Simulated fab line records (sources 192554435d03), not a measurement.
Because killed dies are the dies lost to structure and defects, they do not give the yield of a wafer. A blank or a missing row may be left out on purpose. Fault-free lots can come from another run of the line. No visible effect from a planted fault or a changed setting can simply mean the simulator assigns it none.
Matching of chambers | flow n5 finfet | rie diel-05 running N5_BEOL_M12_DESCUM_15: 4 sister chambers
The step chemistry O2, time 7.9 s. 4 wafers are shown with their chamber, then 7 later ones without.

## EACH WAFER AND ITS CHAMBER
wafer  | chamber | showerhead plenum p Torr (Torr)
L077.6 | 1       | 2.07
L081.3 | 3       | 2.16
L086.1 | 2       | 2.03
L086.2 | 0       | 1.96

## WAFERS WITHOUT THEIR CHAMBER
wafer  | showerhead plenum p Torr (Torr)
L086.3 | 2.07
L090.1 | 1.96
L090.2 | 2.06
L090.6 | 2.02
L097.1 | 1.95
L097.4 | 1.95
L097.5 | 1.95

## CHAMBER TAKEN BY EACH
wafer  | from the rows above | in truth
L086.3 | 1                   | 1
L090.1 | 0                   | 0
L090.2 | 1                   | 1
L090.6 | 2                   | 2
L097.1 | 0                   | 0
L097.4 | 0                   | 0
L097.5 | 0                   | 0
Placed correctly: 7 of 7. Left unplaced by these rows: 0. Number placed wrongly: 0.
How it was worked out, from the rows above alone: a wafer's distance from a chamber is the root of the sum, over the readings, of the square of ((its reading less the chamber's mean) divided by the reading's scatter). If the next closest chamber is less than 2 further off than the closest, the wafer can't be placed; otherwise it belongs to the closest. The mean given for a chamber averages the wafers shown for that chamber. The scatter (one wafer shown for each chamber): square how far every hidden wafer sits from the nearest shown wafer, average those squares and take the square root.
